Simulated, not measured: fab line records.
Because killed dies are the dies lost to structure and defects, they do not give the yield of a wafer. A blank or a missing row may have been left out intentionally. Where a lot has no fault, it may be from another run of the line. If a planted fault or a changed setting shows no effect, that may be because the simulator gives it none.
Which tool did it? || flow n5-finfet || Sampling: 9 lots, 27 wafers, 5 of 1938 route steps

## WHAT THE GAUGES SHOWED, per wafer
N5_MOL_CONTACT_COAG_CD_MEAS_40: target cd 25.1 nm. Usual: cd-nm 25.00 nm, standard deviation 0.22.
{"lot": "L403", "measured": "day 5 19:53", "on": "cd-sem-03", "cd-nm (nm)": "24.82 25.33 25.22", "flag": ""}
{"lot": "L406", "measured": "day 6 11:38", "on": "cd-sem-03", "cd-nm (nm)": "25.10 24.86 24.79", "flag": ""}
{"lot": "L407", "measured": "day 6 13:37", "on": "cd-sem-01", "cd-nm (nm)": "25.20 25.04 25.31", "flag": ""}
{"lot": "L408", "measured": "day 6 22:02", "on": "cd-sem-03", "cd-nm (nm)": "24.89 25.08 25.00", "flag": ""}
{"lot": "L413", "measured": "day 9 21:53", "on": "cd-sem-02", "cd-nm (nm)": "24.90 24.86 24.73", "flag": ""}
{"lot": "L415", "measured": "day 9 21:57", "on": "cd-sem-03", "cd-nm (nm)": "24.57 24.78 25.09", "flag": ""}
{"lot": "L416", "measured": "day 10 05:20", "on": "cd-sem-03", "cd-nm (nm)": "25.02 25.02 25.10", "flag": ""}
{"lot": "L419", "measured": "day 10 18:45", "on": "cd-sem-01", "cd-nm (nm)": "24.98 24.81 25.32", "flag": ""}
{"lot": "L424", "measured": "day 12 13:59", "on": "cd-sem-03", "cd-nm (nm)": "24.94 25.10 25.05", "flag": ""}

N5_BEOL_M4_RC_MEAS_101. Usual: DIBL_N 36.5 mV/V, standard deviation 1.2; DIBL_P 36.5 mV/V, standard deviation 1.6; IOFF_N 0.162 nA/um, standard deviation 0.023; IOFF_P 0.221 nA/um, standard deviation 0.03; ION_N 678 uA/um, standard deviation 8; ION_P 466 uA/um, standard deviation 6.3; SS_N 71.6 mV/dec, standard deviation 0.46; SS_P 73.3 mV/dec, standard deviation 0.57; VT_N 249.2 mV, standard deviation 2.6; VT_P -249 mV, standard deviation 3.3.
{"lot": "L403", "measured": "day 11 02:35", "on": "prober-02", "DIBL_N (mV/V)": "35.9 38.2 34.9", "DIBL_P (mV/V)": "36.2 38.8 34.9", "IOFF_N (nA/um)": "0.143 0.187 0.126", "IOFF_P (nA/um)": "0.197 0.249 0.177", "ION_N (uA/um)": "676 691 664", "ION_P (uA/um)": "470 468 458", "SS_N (mV/dec)": "71.2 71.9 71.0", "SS_P (mV/dec)": "73.5 74.2 73.4", "VT_N (mV)": "251.3 247.9 253.5", "VT_P (mV)": "-252 -249 -254", "flag": ""}
{"lot": "L406", "measured": "day 11 11:25", "on": "prober-02", "DIBL_N (mV/V)": "36.1 36.5 35.3", "DIBL_P (mV/V)": "37.8 37.9 36.7", "IOFF_N (nA/um)": "0.161 0.169 0.151", "IOFF_P (nA/um)": "0.257 0.252 0.234", "ION_N (uA/um)": "681 686 677", "ION_P (uA/um)": "471 475 470", "SS_N (mV/dec)": "72.2 72.2 72.2", "SS_P (mV/dec)": "74.1 73.7 73.3", "VT_N (mV)": "250.2 248.9 248.3", "VT_P (mV)": "-245 -245 -245", "flag": ""}
{"lot": "L407", "measured": "day 11 17:19", "on": "prober-01", "DIBL_N (mV/V)": "35.5 35.6 34.5", "DIBL_P (mV/V)": "36.4 35.9 34.3", "IOFF_N (nA/um)": "0.156 0.150 0.128", "IOFF_P (nA/um)": "0.206 0.193 0.184", "ION_N (uA/um)": "684 678 677", "ION_P (uA/um)": "467 459 465", "SS_N (mV/dec)": "71.7 71.8 71.5", "SS_P (mV/dec)": "72.9 73.1 73.3", "VT_N (mV)": "251.6 252.3 252.6", "VT_P (mV)": "-251 -254 -252", "flag": ""}
{"lot": "L408", "measured": "day 11 14:50", "on": "prober-02", "DIBL_N (mV/V)": "36.9 36.6 36.5", "DIBL_P (mV/V)": "37.8 37.4 37.5", "IOFF_N (nA/um)": "0.162 0.155 0.156", "IOFF_P (nA/um)": "0.189 0.180 0.176", "ION_N (uA/um)": "680 667 682", "ION_P (uA/um)": "459 454 460", "SS_N (mV/dec)": "71.5 71.3 71.9", "SS_P (mV/dec)": "73.0 74.0 72.5", "VT_N (mV)": "250.4 251.2 250.6", "VT_P (mV)": "-253 -254 -256", "flag": ""}
{"lot": "L413", "measured": "day 13 02:02", "on": "prober-02", "DIBL_N (mV/V)": "37.5 38.3 36.6", "DIBL_P (mV/V)": "36.6 38.0 36.3", "IOFF_N (nA/um)": "0.181 0.198 0.161", "IOFF_P (nA/um)": "0.252 0.271 0.251", "ION_N (uA/um)": "674 677 673", "ION_P (uA/um)": "459 466 465", "SS_N (mV/dec)": "72.5 72.7 71.7", "SS_P (mV/dec)": "73.3 73.6 72.7", "VT_N (mV)": "250.2 248.7 247.8", "VT_P (mV)": "-246 -245 -245", "flag": ""}
{"lot": "L415", "measured": "day 13 03:07", "on": "prober-02", "DIBL_N (mV/V)": "35.8 36.0 37.3", "DIBL_P (mV/V)": "35.7 35.9 36.7", "IOFF_N (nA/um)": "0.152 0.150 0.168", "IOFF_P (nA/um)": "0.210 0.220 0.224", "ION_N (uA/um)": "676 668 667", "ION_P (uA/um)": "464 458 461", "SS_N (mV/dec)": "71.9 71.1 71.9", "SS_P (mV/dec)": "73.0 72.9 74.1", "VT_N (mV)": "250.9 252.0 250.8", "VT_P (mV)": "-250 -249 -248", "flag": ""}
{"lot": "L416", "measured": "day 14 00:28", "on": "prober-02", "DIBL_N (mV/V)": "36.4 35.2 35.3", "DIBL_P (mV/V)": "36.0 34.9 34.5", "IOFF_N (nA/um)": "0.158 0.139 0.131", "IOFF_P (nA/um)": "0.192 0.184 0.173", "ION_N (uA/um)": "674 671 667", "ION_P (uA/um)": "459 460 463", "SS_N (mV/dec)": "72.3 71.1 71.5", "SS_P (mV/dec)": "73.2 73.0 72.2", "VT_N (mV)": "247.5 249.5 254.4", "VT_P (mV)": "-252 -252 -253", "flag": ""}
{"lot": "L419", "measured": "day 14 11:44", "on": "prober-01", "DIBL_N (mV/V)": "36.2 35.3 34.6", "DIBL_P (mV/V)": "38.9 38.1 36.3", "IOFF_N (nA/um)": "0.194 0.165 0.152", "IOFF_P (nA/um)": "0.254 0.232 0.215", "ION_N (uA/um)": "695 677 678", "ION_P (uA/um)": "471 464 465", "SS_N (mV/dec)": "72.0 72.7 71.9", "SS_P (mV/dec)": "73.8 72.7 73.0", "VT_N (mV)": "247.0 248.3 251.2", "VT_P (mV)": "-246 -248 -247", "flag": ""}
{"lot": "L424", "measured": "day 16 07:52", "on": "prober-02", "DIBL_N (mV/V)": "38.1 37.7 39.2", "DIBL_P (mV/V)": "38.1 36.9 38.9", "IOFF_N (nA/um)": "0.181 0.170 0.206", "IOFF_P (nA/um)": "0.251 0.233 0.258", "ION_N (uA/um)": "678 691 690", "ION_P (uA/um)": "468 469 463", "SS_N (mV/dec)": "72.3 72.2 72.1", "SS_P (mV/dec)": "74.5 74.4 73.9", "VT_N (mV)": "248.3 249.1 245.9", "VT_P (mV)": "-249 -247 -249", "flag": ""}

## TOOL THAT RAN EACH LOT (tool first, then ch and the chambers of the sampled wafers, then the start)
{"lot": "L403", "N5_MOL_CONTACT_COAG_ALD_131": "ald-sin-03 ch 0,1,3, day 5 18:52", "N5_MOL_CONTACT_COAG_VIA_ETCH_46": "rie-diel-04 ch 0,2,3, day 5 19:14", "N5_MOL_CONTACT_COAG_ETCH_47": "rie-diel-04 ch 0,2,3, day 5 19:20"}
{"lot": "L406", "N5_MOL_CONTACT_COAG_ALD_131": "ald-sin-01 ch 0,1,3, day 6 10:31", "N5_MOL_CONTACT_COAG_VIA_ETCH_46": "rie-diel-04 ch 1,2,3, day 6 10:52", "N5_MOL_CONTACT_COAG_ETCH_47": "rie-diel-04 ch 1,2,3, day 6 10:58"}
{"lot": "L407", "N5_MOL_CONTACT_COAG_ALD_131": "ald-sin-04 ch 1,2,3, day 6 12:27", "N5_MOL_CONTACT_COAG_VIA_ETCH_46": "rie-diel-04 ch 1,2, day 6 12:50", "N5_MOL_CONTACT_COAG_ETCH_47": "rie-diel-04 ch 1,2, day 6 12:56"}
{"lot": "L408", "N5_MOL_CONTACT_COAG_ALD_131": "ald-sin-03 ch 1,2,3, day 6 21:02", "N5_MOL_CONTACT_COAG_VIA_ETCH_46": "rie-diel-01 ch 0,1, day 6 21:23", "N5_MOL_CONTACT_COAG_ETCH_47": "rie-diel-01 ch 0,1, day 6 21:29"}
{"lot": "L413", "N5_MOL_CONTACT_COAG_ALD_131": "ald-sin-04 ch 0,2,3, day 9 20:54", "N5_MOL_CONTACT_COAG_VIA_ETCH_46": "rie-diel-04 ch 0,1,3, day 9 21:14", "N5_MOL_CONTACT_COAG_ETCH_47": "rie-diel-04 ch 0,1,3, day 9 21:21"}
{"lot": "L415", "N5_MOL_CONTACT_COAG_ALD_131": "ald-sin-01 ch 0,1,2, day 9 20:56", "N5_MOL_CONTACT_COAG_VIA_ETCH_46": "rie-diel-06 ch 1,3, day 9 21:16", "N5_MOL_CONTACT_COAG_ETCH_47": "rie-diel-06 ch 1,3, day 9 21:22"}
{"lot": "L416", "N5_MOL_CONTACT_COAG_ALD_131": "ald-sin-04 ch 0,2,3, day 10 03:25", "N5_MOL_CONTACT_COAG_VIA_ETCH_46": "rie-diel-01 ch 0,1,3, day 10 03:46", "N5_MOL_CONTACT_COAG_ETCH_47": "rie-diel-01 ch 0,1,3, day 10 03:52"}
{"lot": "L419", "N5_MOL_CONTACT_COAG_ALD_131": "ald-sin-04 ch 0,3, day 10 17:38", "N5_MOL_CONTACT_COAG_VIA_ETCH_46": "rie-diel-06 ch 0,1,2, day 10 17:58", "N5_MOL_CONTACT_COAG_ETCH_47": "rie-diel-06 ch 0,1,2, day 10 18:05"}
{"lot": "L424", "N5_MOL_CONTACT_COAG_ALD_131": "ald-sin-01 ch 0,1,2, day 12 12:47", "N5_MOL_CONTACT_COAG_VIA_ETCH_46": "rie-diel-04 ch 0,1,2, day 12 13:14", "N5_MOL_CONTACT_COAG_ETCH_47": "rie-diel-04 ch 0,1,2, day 12 13:20"}
- N5_MOL_CONTACT_COAG_ALD_131: deposits SiO2, target thk 5 nm, pulse time 1 s, co reactant pulse time 1 s.
- N5_MOL_CONTACT_COAG_VIA_ETCH_46: etches SiO2 in C4F6/O2, target depth 46 nm, overetch 9.2 nm, time 40 s.
- N5_MOL_CONTACT_COAG_ETCH_47: etches SiNx in CH3F/O2, stops on W, target depth 27 nm.

## WHAT THE TOOLS THEMSELVES READ (means of the sampled wafers that have a number; where no wafer has one, the mark that the record gives instead)
N5_MOL_CONTACT_COAG_ALD_131. Usual: heater-power-w 80 W, standard deviation 9; precursor-pulse-height-rel 1.001, standard deviation 0.019.
{"lot": "L403", "tool": "ald-sin-03", "heater-power-w (W)": 74, "precursor-pulse-height-rel": 0.992, "flag": ""}
{"lot": "L406", "tool": "ald-sin-01", "heater-power-w (W)": 78, "precursor-pulse-height-rel": 1.000, "flag": ""}
{"lot": "L407", "tool": "ald-sin-04", "heater-power-w (W)": 85, "precursor-pulse-height-rel": 0.996, "flag": ""}
{"lot": "L408", "tool": "ald-sin-03", "heater-power-w (W)": 81, "precursor-pulse-height-rel": 1.007, "flag": ""}
{"lot": "L413", "tool": "ald-sin-04", "heater-power-w (W)": 81, "precursor-pulse-height-rel": 1.020, "flag": ""}
{"lot": "L415", "tool": "ald-sin-01", "heater-power-w (W)": 84, "precursor-pulse-height-rel": 1.009, "flag": ""}
{"lot": "L416", "tool": "ald-sin-04", "heater-power-w (W)": 81, "precursor-pulse-height-rel": 1.016, "flag": ""}
{"lot": "L419", "tool": "ald-sin-04", "heater-power-w (W)": 82, "precursor-pulse-height-rel": 0.994, "flag": ""}
{"lot": "L424", "tool": "ald-sin-01", "heater-power-w (W)": 85, "precursor-pulse-height-rel": 1.013, "flag": ""}

N5_MOL_CONTACT_COAG_VIA_ETCH_46. Usual: value, then standard deviation, for each; chamber-pressure-mTorr 10.000 mTorr / 0.0092; drypump-motor-current-A 5.8 A / 0.41; oes_o_777_au 0.79 a.u. / 0.05; oes-product-au 0.70 a.u. / 0.048; rf-vpp-V 1590 V / 20; showerhead-plenum-p-Torr 2.88 Torr / 0.071; throttle-valve-pct 40.9 % / 0.31.
{"lot": "L403", "tool": "rie-diel-04", "chamber-pressure-mTorr (mTorr)": 10.008, "drypump-motor-current-A (A)": 6.1, "oes_o_777_au (a.u.)": 0.74, "oes-product-au (a.u.)": 0.66, "rf-vpp-V (V)": 1591, "showerhead-plenum-p-Torr (Torr)": 2.85, "throttle-valve-pct (%)": 40.8, "flag": ""}
{"lot": "L406", "tool": "rie-diel-04", "chamber-pressure-mTorr (mTorr)": 10.006, "drypump-motor-current-A (A)": 5.8, "oes_o_777_au (a.u.)": 0.78, "oes-product-au (a.u.)": 0.69, "rf-vpp-V (V)": 1594, "showerhead-plenum-p-Torr (Torr)": 2.91, "throttle-valve-pct (%)": 40.7, "flag": ""}
{"lot": "L407", "tool": "rie-diel-04", "chamber-pressure-mTorr (mTorr)": 9.999, "drypump-motor-current-A (A)": 5.4, "oes_o_777_au (a.u.)": 0.76, "oes-product-au (a.u.)": 0.68, "rf-vpp-V (V)": 1591, "showerhead-plenum-p-Torr (Torr)": 2.91, "throttle-valve-pct (%)": 41.0, "flag": ""}
{"lot": "L408", "tool": "rie-diel-01", "chamber-pressure-mTorr (mTorr)": 9.992, "drypump-motor-current-A (A)": 5.8, "oes_o_777_au (a.u.)": 0.84, "oes-product-au (a.u.)": 0.76, "rf-vpp-V (V)": 1605, "showerhead-plenum-p-Torr (Torr)": 2.95, "throttle-valve-pct (%)": 40.9, "flag": ""}
{"lot": "L413", "tool": "rie-diel-04", "chamber-pressure-mTorr (mTorr)": 9.996, "drypump-motor-current-A (A)": 6.1, "oes_o_777_au (a.u.)": 0.83, "oes-product-au (a.u.)": 0.74, "rf-vpp-V (V)": 1587, "showerhead-plenum-p-Torr (Torr)": 2.93, "throttle-valve-pct (%)": 40.4, "flag": ""}
{"lot": "L415", "tool": "rie-diel-06", "chamber-pressure-mTorr (mTorr)": 10.001, "drypump-motor-current-A (A)": 5.8, "oes_o_777_au (a.u.)": 0.81, "oes-product-au (a.u.)": 0.72, "rf-vpp-V (V)": 1604, "showerhead-plenum-p-Torr (Torr)": 2.86, "throttle-valve-pct (%)": 41.0, "flag": ""}
{"lot": "L416", "tool": "rie-diel-01", "chamber-pressure-mTorr (mTorr)": 10.005, "drypump-motor-current-A (A)": 5.7, "oes_o_777_au (a.u.)": 0.80, "oes-product-au (a.u.)": 0.71, "rf-vpp-V (V)": 1598, "showerhead-plenum-p-Torr (Torr)": 2.90, "throttle-valve-pct (%)": 41.0, "flag": ""}
{"lot": "L419", "tool": "rie-diel-06", "chamber-pressure-mTorr (mTorr)": 10.003, "drypump-motor-current-A (A)": 5.6, "oes_o_777_au (a.u.)": 0.77, "oes-product-au (a.u.)": 0.68, "rf-vpp-V (V)": 1593, "showerhead-plenum-p-Torr (Torr)": 2.87, "throttle-valve-pct (%)": 40.9, "flag": ""}
{"lot": "L424", "tool": "rie-diel-04", "chamber-pressure-mTorr (mTorr)": 9.990, "drypump-motor-current-A (A)": 5.7, "oes_o_777_au (a.u.)": 0.79, "oes-product-au (a.u.)": 0.70, "rf-vpp-V (V)": 1583, "showerhead-plenum-p-Torr (Torr)": 2.91, "throttle-valve-pct (%)": 40.8, "flag": ""}

N5_MOL_CONTACT_COAG_ETCH_47. Usual: chamber-pressure-mTorr 29.999 mTorr, standard deviation 0.027; drypump-motor-current-A 5.8 A, standard deviation 0.41; etch-rf-on-time-s 31.1 s, standard deviation 0.35; oes_o_777_au 0.78 a.u., standard deviation 0.052; oes-product-au 0.70 a.u., standard deviation 0.05; rf-vpp-V 298 V, standard deviation 4; showerhead-plenum-p-Torr 2.03 Torr, standard deviation 0.052; throttle-valve-pct 16.38 %, standard deviation 0.21.
{"lot": "L403", "tool": "rie-diel-04", "chamber-pressure-mTorr (mTorr)": 29.990, "drypump-motor-current-A (A)": 6.1, "etch-rf-on-time-s (s)": 31.4, "oes_o_777_au (a.u.)": 0.74, "oes-product-au (a.u.)": 0.65, "rf-vpp-V (V)": 298, "showerhead-plenum-p-Torr (Torr)": 2.01, "throttle-valve-pct (%)": 16.52, "flag": ""}
{"lot": "L406", "tool": "rie-diel-04", "chamber-pressure-mTorr (mTorr)": 29.990, "drypump-motor-current-A (A)": 5.7, "etch-rf-on-time-s (s)": 32.7, "oes_o_777_au (a.u.)": 0.77, "oes-product-au (a.u.)": 0.66, "rf-vpp-V (V)": 298, "showerhead-plenum-p-Torr (Torr)": 2.05, "throttle-valve-pct (%)": 16.31, "flag": "OFF"}
{"lot": "L407", "tool": "rie-diel-04", "chamber-pressure-mTorr (mTorr)": 29.989, "drypump-motor-current-A (A)": 5.4, "etch-rf-on-time-s (s)": 34.3, "oes_o_777_au (a.u.)": 0.75, "oes-product-au (a.u.)": 0.64, "rf-vpp-V (V)": 299, "showerhead-plenum-p-Torr (Torr)": 2.05, "throttle-valve-pct (%)": 16.53, "flag": "OFF"}
{"lot": "L408", "tool": "rie-diel-01", "chamber-pressure-mTorr (mTorr)": 30.012, "drypump-motor-current-A (A)": 5.7, "etch-rf-on-time-s (s)": 30.9, "oes_o_777_au (a.u.)": 0.83, "oes-product-au (a.u.)": 0.76, "rf-vpp-V (V)": 301, "showerhead-plenum-p-Torr (Torr)": 2.08, "throttle-valve-pct (%)": 16.32, "flag": ""}
{"lot": "L413", "tool": "rie-diel-04", "chamber-pressure-mTorr (mTorr)": 29.965, "drypump-motor-current-A (A)": 6.1, "etch-rf-on-time-s (s)": 30.8, "oes_o_777_au (a.u.)": 0.82, "oes-product-au (a.u.)": 0.74, "rf-vpp-V (V)": 297, "showerhead-plenum-p-Torr (Torr)": 2.07, "throttle-valve-pct (%)": 16.15, "flag": ""}
{"lot": "L415", "tool": "rie-diel-06", "chamber-pressure-mTorr (mTorr)": 29.971, "drypump-motor-current-A (A)": 5.8, "etch-rf-on-time-s (s)": 30.9, "oes_o_777_au (a.u.)": 0.81, "oes-product-au (a.u.)": 0.72, "rf-vpp-V (V)": 302, "showerhead-plenum-p-Torr (Torr)": 2.01, "throttle-valve-pct (%)": 16.34, "flag": ""}
{"lot": "L416", "tool": "rie-diel-01", "chamber-pressure-mTorr (mTorr)": 29.996, "drypump-motor-current-A (A)": 5.7, "etch-rf-on-time-s (s)": 31.0, "oes_o_777_au (a.u.)": 0.80, "oes-product-au (a.u.)": 0.72, "rf-vpp-V (V)": 299, "showerhead-plenum-p-Torr (Torr)": 2.04, "throttle-valve-pct (%)": 16.40, "flag": ""}
{"lot": "L419", "tool": "rie-diel-06", "chamber-pressure-mTorr (mTorr)": 30.002, "drypump-motor-current-A (A)": 5.6, "etch-rf-on-time-s (s)": 31.3, "oes_o_777_au (a.u.)": 0.77, "oes-product-au (a.u.)": 0.68, "rf-vpp-V (V)": 298, "showerhead-plenum-p-Torr (Torr)": 2.03, "throttle-valve-pct (%)": 16.39, "flag": ""}
{"lot": "L424", "tool": "rie-diel-04", "chamber-pressure-mTorr (mTorr)": 29.993, "drypump-motor-current-A (A)": 5.7, "etch-rf-on-time-s (s)": 30.7, "oes_o_777_au (a.u.)": 0.78, "oes-product-au (a.u.)": 0.70, "rf-vpp-V (V)": 296, "showerhead-plenum-p-Torr (Torr)": 2.06, "throttle-valve-pct (%)": 16.40, "flag": ""}

## THE ANSWER, worked out from the rows above alone
Rule: a lot counts as off when the mean over its wafers that have a number is more than 3 standard deviations away from the usual mean. Also off: a lot with no number at a reading for which 4 or more lots have one. All remaining lots with rows at the step are treated as sound. After the gauges, taken in route order, come the tools' own readings; for these a lot's mean is taken, as printed above. The first step at which some lot is off is used, and at that step the reading that is off furthest; a lot without a number counts as furthest.
Off: L406, L407 (N5_MOL_CONTACT_COAG_ETCH_47, etch-rf-on-time-s).
A tool fits if, at that step or a process step before it, it ran every lot that is off, and no sound lot after the first of them. Not one of the candidates tried fits.

## WHAT THE SIMULATOR PUT IN
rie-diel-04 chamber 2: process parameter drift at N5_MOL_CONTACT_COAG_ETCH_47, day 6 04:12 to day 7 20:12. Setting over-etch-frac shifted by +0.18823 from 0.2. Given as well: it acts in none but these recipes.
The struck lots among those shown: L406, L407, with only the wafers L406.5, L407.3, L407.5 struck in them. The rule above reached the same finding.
